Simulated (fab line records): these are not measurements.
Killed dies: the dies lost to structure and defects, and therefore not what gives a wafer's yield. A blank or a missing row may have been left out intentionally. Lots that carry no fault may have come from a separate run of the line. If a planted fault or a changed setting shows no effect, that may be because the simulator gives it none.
fab line records | flow n5-finfet | part 1 of 2: steps 1 to 20 of 29
[record] lots = 5 wafers = 15 last-day = 16
route steps=1938 shown BEOL_M5@1115
lots that met no fault: from a run of the same line without faults
start-h: hours from the record's opening day to when the first of the lot's shown wafers began | wait-h: time in hours since the lot's previous step | " unchanged from the row above | L1.1+2: a row that stands for several wafers | - no value present, or no start provided | * or withheld: withheld | < > ~ a bound
route shown NAME@n: a module of which the file shows steps, and the number in the route of the first | usual: mean and standard deviation over wafers with no fault | same: alike in all rows | chamber/n: place in a boat | sites: readings site by site | _std_site: the values' standard deviation | _edge_site: inner sites' mean taken away from outer sites' mean | radius-mm: for every site, how far away it sits from the centre of the wafer | mask NAME#n: copy n | behind: the most recent tool/chamber to have shaped the wafer | hold: cause of the lot's hold/its duration in hours/its outcome | device: the transistor (n, p or np) that didn't switch | end of line: the route-end tests of the same wafers | step lacking rows: just its recipe | killed: count of dies lost to structure and defects at first sort (not the wafer's yield) | map: per-die view of a wafer (x killed, . not killed, _ where there is no die)
set.NAME: setting as actually run; set.NAME@STEP: the setting as run at that earlier step | model.NAME: the simulator's own value behind a step, which no gauge read
lots at some steps of the route; a table a step, a row a wafer
services: when a tool's chamber went out of use (start-h, in hours from the record's first day, below 0 if earlier), for how many hours, and the reason
[[steps]]
[step N5_BEOL_M5_PECVD_70]
[recipe] material = SiO2 target-thk-a = 160 temp-c = 400 precursor = TEOS/O2 pressure-torr = 5.5 rf-w = 450 teos-flow-sccm = 53.8 gas = O2 flow-sccm = 3000 time-s = 18
[usual] heater-power-w = 710/95 showerhead-plenum-p-Torr = 8.77/0.066 throttle-valve-pct = 22.1/1.1
// columns lot.wafer tool chamber start-h wait-h heater-power-w showerhead-plenum-p-Torr throttle-valve-pct
L076.1 pecvd-04 2 187.06 0.0 776 8.73 20.8
L076.3 " 0 " " 639 8.72 21.8
L076.6 " 2 " " 775 8.74 20.8
L078.2 pecvd-01 0 197.40 0.0 672 8.75 22.4
L078.3 " 1 " " 639 8.88 22.7
L078.6 " 2 " " 658 8.69 21.3
L092.1 pecvd-03 0 279.53 0.0 848 8.82 23.0
L092.2 " 1 " " 682 8.79 24.5
L092.3 " 2 " " 708 8.71 20.8
L095.4 pecvd-01 1 288.45 0.1 546 8.90 22.5
L095.5 " 0 " " 759 8.76 22.5
L095.6 " 2 " " 676 8.70 21.4
L093.2 pecvd-03 1 290.54 0.0 754 8.80 24.6
L093.3 " 0 " " 867 8.81 23.2
L093.5 " 2 " " 697 8.71 21.2
[step N5_BEOL_M5_HM_DEP_02]
[recipe] material = TiN target-thk-a = 200 temp-c = 25 chamber-pressure-pa = 0.49996
[usual] throttle-valve-pct = 30.2/1.1
// columns lot.wafer tool chamber start-h wait-h throttle-valve-pct
L076.1 pvd-sputter-03 - 188.91 1.8 28.9
L076.3 " - " " 32.0
L076.6 " - " " 31.8
L078.2 pvd-sputter-03 - 198.36 0.9 29.2
L078.3 " - " " 32.5
L078.6 " - " " 29.9
L092.1 pvd-sputter-01 - 280.70 1.2 29.3
L092.2 " - " " 30.3
L092.3 " - " " 30.5
L095.4 pvd-sputter-03 - 288.69 0.2 30.1
L095.5 " - " " 30.2
L095.6 " - " " 31.9
L093.2 pvd-sputter-01 - 290.65 0.1 30.1
L093.3 " - " " 29.1
L093.5 " - " " 29.3
[step N5_BEOL_M5_COAT_59]
[recipe] resist = SOC temp-c = 250 time-s = 60 spin-rpm = 1500 resist-thk-nm = 60
[usual] plate-temp-C = 250.01/0.14
// columns lot.wafer tool chamber start-h wait-h plate-temp-C
L076.1 litho-track-05 0 189.04 0.1 250.30
L076.3 " 0 " " 250.24
L076.6 " 0 " " 250.19
L078.2 litho-track-01 0 198.49 0.1 249.87
L078.3 " 0 " " 249.69
L078.6 " 0 " " 249.88
L092.1 litho-track-03 0 280.82 0.1 249.83
L092.2 " 0 " " 250.11
L092.3 " 0 " " 249.95
L095.4 litho-track-05 0 288.82 0.1 250.16
L095.5 " 0 " " 250.08
L095.6 " 0 " " 250.01
L093.2 litho-track-05 0 290.78 0.1 249.96
L093.3 " 0 " " 250.29
L093.5 " 0 " " 250.12
[step N5_BEOL_M5_COAT_60]
[recipe] resist = SiARC temp-c = 220 time-s = 60 spin-rpm = 1500 resist-thk-nm = 12
[usual] plate-temp-C = 219.99/0.15
// columns lot.wafer tool chamber start-h wait-h plate-temp-C
L076.1 litho-track-05 0 - - 220.28
L076.3 " 0 " " 219.96
L076.6 " 0 " " 220.25
L078.2 litho-track-01 0 - - 220.01
L078.3 " 0 " " 219.55
L078.6 " 0 " " 219.87
L092.1 litho-track-03 0 - - 219.82
L092.2 " 0 " " 219.71
L092.3 " 0 " " 219.92
L095.4 litho-track-05 0 - - 219.99
L095.5 " 0 " " 220.08
L095.6 " 0 " " 220.14
L093.2 litho-track-05 0 - - 219.98
L093.3 " 0 " " 219.86
L093.5 " 0 " " 219.74
[step N5_BEOL_M5_COAT_71]
[recipe] resist = underlayer temp-c = 205 time-s = 60 spin-rpm = 1500 resist-thk-nm = 5
[usual] plate-temp-C = 205.02/0.19
// columns lot.wafer tool chamber start-h wait-h plate-temp-C
L076.1 litho-track-05 0 - - 205.28
L076.3 " 0 " " 205.08
L076.6 " 0 " " 205.14
L078.2 litho-track-01 0 - - 205.04
L078.3 " 0 " " 204.82
L078.6 " 0 " " 204.91
L092.1 litho-track-03 0 - - 205.11
L092.2 " 0 " " 205.03
L092.3 " 0 " " 204.95
L095.4 litho-track-05 0 - - 204.97
L095.5 " 0 " " 205.13
L095.6 " 0 " " 204.92
L093.2 litho-track-05 0 - - 205.16
L093.3 " 0 " " 205.02
L093.5 " 0 " " 204.95
[step N5_BEOL_M5_COAT_05]
[recipe] resist = CAR-EUV spin-rpm = 1500 resist-thk-nm = 30
// columns lot.wafer tool chamber start-h wait-h
L076.1+3+6 litho-track-05 0 - -
L078.2+3+6 litho-track-01 0 - -
L092.1+2+3 litho-track-03 0 - -
L095.4+5+6 litho-track-05 0 - -
L093.2+3+5 litho-track-05 0 - -
[step N5_BEOL_M5_EBR_07]
[recipe] solvent = PGMEA ebr-width-mm = 1.5
// columns lot.wafer tool chamber start-h wait-h
L076.1+3+6 litho-track-05 0 - -
L078.2+3+6 litho-track-01 0 - -
L092.1+2+3 litho-track-03 0 - -
L095.4+5+6 litho-track-05 0 - -
L093.2+3+5 litho-track-05 0 - -
[step N5_BEOL_M5_SOFTBAKE_06]
[recipe] temp-c = 110 time-s = 60 resist = CAR-EUV
[usual] plate-temp-C = 110.02/0.13
// columns lot.wafer tool chamber start-h wait-h plate-temp-C
L076.1 litho-track-05 0 - - 110.07
L076.3 " 0 " " 109.94
L076.6 " 0 " " 110.04
L078.2 litho-track-01 0 - - 109.95
L078.3 " 0 " " 109.82
L078.6 " 0 " " 109.85
L092.1 litho-track-03 0 - - 110.16
L092.2 " 0 " " 110.20
L092.3 " 0 " " 110.06
L095.4 litho-track-05 0 - - 110.12
L095.5 " 0 " " 110.02
L095.6 " 0 " " 110.13
L093.2 litho-track-05 0 - - 110.05
L093.3 " 0 " " 110.22
L093.5 " 0 " " 110.15
[step N5_BEOL_M5_EXPOSE_08]
[recipe] mask-id = M5 na = 0.33 source-shape = annular sigma-inner = 0.4 sigma-outer = 0.8 polarization = unpolarized target-cd-nm = 28 dose-mj = 35.75
// columns lot.wafer tool chamber start-h wait-h mask
L076.1+3+6 euv-scanner-02 0 189.30 - M5#0
L078.2+3+6 euv-scanner-01 0 198.63 - M5#0
L092.1+2+3 euv-scanner-01 0 281.09 - M5#0
L095.4+5+6 euv-scanner-01 0 288.99 - M5#0
L093.2+3+5 euv-scanner-02 0 291.05 - M5#0
[step N5_BEOL_M5_PEB_09]
[recipe] peb-temp-c = 100 peb-time-s = 60 resist = CAR-EUV
[usual] plate-temp-C = 99.99/0.13
// columns lot.wafer tool chamber start-h wait-h plate-temp-C
L076.1 litho-track-05 0 189.36 0.1 99.97
L076.3 " 0 " " 99.98
L076.6 " 0 " " 99.99
L078.2 litho-track-03 0 198.69 0.0 100.05
L078.3 " 0 " " 99.99
L078.6 " 0 " " 100.06
L092.1 litho-track-03 0 281.15 0.1 100.05
L092.2 " 0 " " 100.26
L092.3 " 0 " " 100.03
L095.4 litho-track-05 0 289.03 0.0 99.85
L095.5 " 0 " " 99.78
L095.6 " 0 " " 99.90
L093.2 litho-track-03 0 291.10 0.0 100.01
L093.3 " 0 " " 100.04
L093.5 " 0 " " 99.87
[step N5_BEOL_M5_DEVELOP_10]
[recipe] develop-time-s = 30 developer = TMAH resist = CAR-EUV rinse-liquid = surfactant-rinse dry = air-spin dev-temp-c = 23
// columns lot.wafer tool chamber start-h wait-h
L076.1+3+6 litho-track-05 0 - -
L078.2+3+6 litho-track-03 0 - -
L092.1+2+3 litho-track-03 0 - -
L095.4+5+6 litho-track-05 0 - -
L093.2+3+5 litho-track-03 0 - -
[step N5_BEOL_M5_CD_MEAS_11]
[recipe] target-cd-nm = 27.74 landing-energy-ev = 500 detector = se-inlens
[usual] cd-nm = 28.03/0.24
[same] landing-energy-ev = 500
// columns lot.wafer tool chamber start-h wait-h cd-nm
L076.1 cd-sem-02 0 189.43 - 27.93
L076.3 " 0 " " 27.98
L076.6 " 0 " " 27.97
L078.2 cd-sem-02 0 198.76 - 28.24
L078.3 " 0 " " 27.66
L078.6 " 0 " " 27.97
L092.1 cd-sem-02 0 281.21 - 28.48
L092.2 " 0 " " 27.96
L092.3 " 0 " " 28.09
L095.4 cd-sem-02 0 289.10 - 28.25
L095.5 " 0 " " 27.70
L095.6 " 0 " " 27.54
L093.2 cd-sem-01 0 291.17 - 28.14
L093.3 " 0 " " 27.85
L093.5 " 0 " " 27.71
[step N5_BEOL_M5_OVL_MEAS_12]
[recipe] points-per-wafer = 522
[usual] M5_OVL = 0.0/0.69
// columns lot.wafer tool chamber start-h wait-h M5_OVL[nm]
L076.1 overlay-02 0 189.46 0.0 0.5
L076.3 " 0 " " 1.3
L076.6 " 0 " " 1.3
L078.2 overlay-01 0 198.79 0.0 -0.6
L078.3 " 0 " " -0.7
L078.6 " 0 " " -0.4
L092.1 overlay-02 0 281.24 0.0 1.7
L092.2 " 0 " " 0.7
L092.3 " 0 " " 1.1
L095.4 overlay-01 0 289.14 0.0 1.0
L095.5 " 0 " " 0.3
L095.6 " 0 " " 1.0
L093.2 overlay-02 0 291.21 0.0 0.0
L093.3 " 0 " " 0.3
L093.5 " 0 " " 0.8
[step N5_BEOL_M5_INSPECT_13]
[recipe] mode = adi inspect-instrument = brightfield
[usual] raw-defect-count = 420/92
// columns lot.wafer tool chamber start-h wait-h raw-defect-count
L076.1 defect-inspect-02 - 189.52 0.1 438
L076.3 " - " " 399
L076.6 " - " " 538
L078.2 defect-inspect-02 - 198.84 0.0 366
L078.3 " - " " 278
L078.6 " - " " 542
L092.1 defect-inspect-02 - 281.30 0.1 477
L092.2 " - " " 432
L092.3 " - " " 390
L095.4 defect-inspect-01 - 289.18 0.0 389
L095.5 " - " " 435
L095.6 " - " " 493
L093.2 defect-inspect-02 - 291.26 0.0 354
L093.3 " - " " 319
L093.5 " - " " 236
[step N5_BEOL_M5_DESCUM_16]
[recipe] chemistry = O2 time-s = 7 source-power-w = 50 bias-power-w = 20 pressure-mtorr = 20 rf-frequency-hz = 2.712e+07 temp-c = 40 resist = CAR-EUV o2-flow-sccm = 225
[usual] chamber-pressure-mTorr = 19.999/0.019 drypump-motor-current-A = 5.7/0.5 o2-flow-sccm = 224.9/0.72 oes-product-au = 0.79/0.069 rf-vpp-V = 243.3/1.4 showerhead-plenum-p-Torr = 2.10/0.08 temp-c = 40.02/0.11 throttle-valve-pct = 20.41/0.19
// columns lot.wafer tool chamber start-h wait-h chamber-pressure-mTorr drypump-motor-current-A o2-flow-sccm oes-product-au rf-hours-counter-h rf-vpp-V showerhead-plenum-p-Torr temp-c throttle-valve-pct
L076.1 rie-diel-04 1 189.60 0.1 20.022 5.4 223.9 0.85 52 242.6 2.03 40.14 20.72
L076.3 " 3 " " 19.995 6.0 225.2 0.74 163 241.3 2.00 40.12 20.36
L076.6 " 0 " " 20.017 6.3 226.2 0.74 - 243.5 2.09 40.06 20.37
L078.2 rie-diel-04 3 198.88 0.0 19.987 6.0 225.2 0.73 164 242.9 2.00 40.06 20.36
L078.3 " 2 " " 20.000 4.8 225.1 0.73 187 246.1 2.16 39.89 20.19
L078.6 " 2 " " 19.958 4.8 224.8 0.72 - 245.0 2.16 39.82 20.21
L092.1 rie-diel-03 2 281.34 0.0 20.028 6.2 225.2 0.80 100 243.1 2.10 39.98 20.22
L092.2 " 1 " " 19.993 6.0 224.0 0.71 220 242.3 1.99 39.98 20.48
L092.3 " 3 " " 19.997 6.1 225.7 0.89 46 244.2 2.22 40.07 20.51
L095.4 rie-diel-05 3 289.41 0.2 19.989 5.3 224.2 0.97 6 243.4 2.05 40.15 19.99
L095.5 " 1 " " 20.021 5.3 224.5 0.83 - 245.5 2.20 40.00 20.25
L095.6 " 0 " " 19.988 6.3 225.6 0.82 - 243.2 2.03 40.08 20.71
L093.2 rie-diel-04 0 291.29 0.0 19.987 6.2 224.4 0.71 208 242.6 2.08 39.94 20.44
L093.3 " 2 " " 20.016 4.8 225.1 0.70 212 243.6 2.15 40.14 20.25
L093.5 " 1 " " 20.018 5.3 225.4 0.82 - 243.7 2.02 39.85 20.78
[step N5_BEOL_M5_ETCH_72]
[recipe] chemistry = N2/H2 target = underlayer target-depth-a = 65 mask-material = CAR-EUV time-s = 5.2 ion-energy-ev = 200 pressure-mtorr = 30 source-w = 840 bias-w = 150 n2-flow-sccm = 200 h2-flow-sccm = 200 ends = cleared
[usual] chamber-pressure-mTorr = 30.00/0.043 drypump-motor-current-A = 5.7/0.5 etch-rf-on-time-s = 5.18/0.1 oes-product-au = 0.68/0.059 rf-vpp-V = 523.9/2.9 showerhead-plenum-p-Torr = 2.55/0.098 throttle-valve-pct = 17.87/0.22
// columns lot.wafer tool chamber start-h wait-h chamber-pressure-mTorr drypump-motor-current-A etch-rf-on-time-s oes-product-au rf-hours-counter-h rf-vpp-V showerhead-plenum-p-Torr throttle-valve-pct
L076.1 rie-diel-04 1 189.64 0.0 29.98 5.3 5.03 0.73 52 522.4 2.47 18.22
L076.3 " 3 " " 30.11 6.0 5.12 0.63 163 522.7 2.43 17.83
L076.6 " 0 " " 30.01 6.3 5.33 0.63 - 522.8 2.53 17.76
L078.2 rie-diel-04 3 198.91 0.0 29.98 6.0 5.15 0.63 164 519.4 2.43 17.84
L078.3 " 2 " " 30.00 4.8 5.18 0.62 187 527.7 2.64 17.68
L078.6 " 2 " " 29.94 4.8 5.22 0.61 - 528.8 2.64 17.68
L092.1 rie-diel-03 2 281.37 0.0 29.99 6.2 5.29 0.69 100 522.6 2.56 17.65
L092.2 " 1 " " 29.96 6.0 5.24 0.61 220 520.0 2.40 17.88
L092.3 " 3 " " 29.96 6.1 5.15 0.76 46 527.9 2.70 18.04
L095.4 rie-diel-05 3 289.45 0.0 29.98 5.3 5.25 0.80 6 523.6 2.50 17.41
L095.5 " 1 " " 30.01 5.3 5.10 0.71 - 528.6 2.68 17.67
L095.6 " 0 " " 29.91 6.3 5.09 0.70 - 524.4 2.47 18.18
L093.2 rie-diel-04 0 291.33 0.0 30.01 6.2 5.41 0.61 208 521.9 2.52 17.80
L093.3 " 2 " " 29.99 4.8 5.21 0.60 212 525.7 2.63 17.74
L093.5 " 1 " " 29.93 5.3 5.04 0.69 - 520.9 2.46 18.26
[step N5_BEOL_M5_ETCH_61]
[recipe] chemistry = CF4 target = SiARC target-depth-a = 156 mask-material = CAR-EUV time-s = 26 ion-energy-ev = 80 pressure-mtorr = 40 source-w = 545 bias-w = 36 Ar_flow_sccm = 100 cf4-flow-sccm = 100 ends = cleared
[usual] chamber-pressure-mTorr = 40.01/0.039 drypump-motor-current-A = 5.7/0.5 etch-rf-on-time-s = 25.8/0.5 oes-product-au = 0.68/0.059 rf-vpp-V = 184.3/1.3 showerhead-plenum-p-Torr = 2.15/0.076 throttle-valve-pct = 15.60/0.17
// columns lot.wafer tool chamber start-h wait-h chamber-pressure-mTorr drypump-motor-current-A etch-rf-on-time-s oes-product-au rf-hours-counter-h rf-vpp-V showerhead-plenum-p-Torr throttle-valve-pct
L076.1 rie-diel-04 1 189.66 0.0 39.95 5.4 25.3 0.72 52 183.3 2.09 15.85
L076.3 " 3 " " 40.02 6.0 25.6 0.64 163 181.9 2.06 15.60
L076.6 " 0 " " 40.01 6.3 26.9 0.62 - 184.8 2.13 15.56
L078.2 rie-diel-04 3 198.93 0.0 39.96 6.0 25.7 0.63 164 183.9 2.06 15.60
L078.3 " 2 " " 39.96 4.8 26.0 0.62 187 186.4 2.22 15.51
L078.6 " 2 " " 39.93 4.8 26.1 0.62 - 185.3 2.22 15.49
L092.1 rie-diel-03 2 281.39 0.0 40.01 6.2 26.0 0.69 100 184.3 2.16 15.49
L092.2 " 1 " " 40.07 6.0 26.1 0.61 220 183.8 2.03 15.69
L092.3 " 3 " " 40.01 6.0 25.6 0.76 46 186.4 2.27 15.70
L095.4 rie-diel-05 3 289.46 0.0 40.00 5.3 26.4 0.81 6 183.9 2.11 15.16
L095.5 " 1 " " 40.00 5.3 25.5 0.72 - 185.7 2.25 15.43
L095.6 " 0 " " 40.03 6.3 25.9 0.70 - 183.3 2.08 15.81
L093.2 rie-diel-04 0 291.34 0.0 40.04 6.3 26.8 0.61 208 184.1 2.12 15.62
L093.3 " 2 " " 40.00 4.8 25.8 0.61 212 185.6 2.21 15.53
L093.5 " 1 " " 39.97 5.4 25.2 0.69 - 183.0 2.08 15.93
[step N5_BEOL_M5_ETCH_62]
[recipe] chemistry = N2/H2 target = SOC target-depth-a = 750 overetch-a = 150 mask-material = SiARC temp-c = 40 time-s = 112.5 ion-energy-ev = 200 pressure-mtorr = 30 source-w = 840 bias-w = 150 n2-flow-sccm = 200 h2-flow-sccm = 200
[usual] chamber-pressure-mTorr = 30.000/0.027 drypump-motor-current-A = 5.7/0.5 oes-product-au = 0.63/0.052 rf-vpp-V = 524.1/2.8 showerhead-plenum-p-Torr = 2.55/0.098 temp-c = 40.00/0.11 throttle-valve-pct = 17.84/0.21
// columns lot.wafer tool chamber start-h wait-h chamber-pressure-mTorr drypump-motor-current-A oes-product-au rf-hours-counter-h rf-vpp-V showerhead-plenum-p-Torr temp-c throttle-valve-pct
L076.1 rie-diel-04 1 189.68 0.0 29.996 5.4 0.67 52 522.9 2.47 39.80 18.19
L076.3 " 3 " " 30.032 6.0 0.59 163 520.5 2.43 39.74 17.80
L076.6 " 0 " " 30.000 6.3 0.59 - 523.6 2.53 39.93 17.69
L078.2 rie-diel-04 3 198.96 0.0 29.974 6.0 0.58 164 520.6 2.43 40.07 17.80
L078.3 " 2 " " 30.023 4.8 0.57 187 525.7 2.64 39.90 17.65
L078.6 " 2 " " 30.035 4.8 0.57 - 526.4 2.64 39.90 17.64
L092.1 rie-diel-03 2 281.42 0.0 29.990 6.1 0.64 100 523.9 2.56 40.15 17.59
L092.2 " 1 " " 30.064 6.0 0.56 220 521.0 2.40 40.00 17.86
L092.3 " 3 " " 29.973 6.1 0.69 46 527.2 2.70 39.93 18.04
L095.4 rie-diel-05 3 289.49 0.0 29.973 5.3 0.76 6 523.4 2.50 40.19 17.37
L095.5 " 1 " " 29.970 5.3 0.65 - 528.0 2.68 39.93 17.65
L095.6 " 0 " " 29.959 6.3 0.65 - 521.7 2.47 40.06 18.15
L093.2 rie-diel-04 0 291.37 0.0 30.007 6.3 0.57 208 524.0 2.52 40.17 17.77
L093.3 " 2 " " 30.015 4.8 0.56 212 526.2 2.63 39.93 17.71
L093.5 " 1 " " 30.031 5.4 0.64 - 521.4 2.46 39.88 18.22
[step N5_BEOL_M5_STRIP_63]
[recipe] chemistry = N2/H2 temp-c = 40 n2-flow-sccm = 200 h2-flow-sccm = 200 rf-frequency-hz = 6e+07
// columns lot.wafer tool chamber start-h wait-h
L076.1+3+6 rie-diel-04 1,3,0 189.79 0.1
L078.2+3+6 rie-diel-04 3,2,2 199.06 0.1
L092.1+2+3 rie-diel-03 2,1,3 281.52 0.1
L095.4+5+6 rie-diel-05 3,1,0 289.60 0.1
L093.2+3+5 rie-diel-04 0,2,1 291.48 0.1
[step N5_BEOL_M5_STRIP_73]
[recipe] chemistry = N2/H2 temp-c = 40 n2-flow-sccm = 200 h2-flow-sccm = 200 rf-frequency-hz = 6e+07
// columns lot.wafer tool chamber start-h wait-h
L076.1+3+6 rie-diel-04 1,3,0 189.80 0.0
L078.2+3+6 rie-diel-04 3,2,2 199.07 0.0
L092.1+2+3 rie-diel-03 2,1,3 281.53 0.0
L095.4+5+6 rie-diel-05 3,1,0 289.61 0.0
L093.2+3+5 rie-diel-04 0,2,1 291.49 0.0
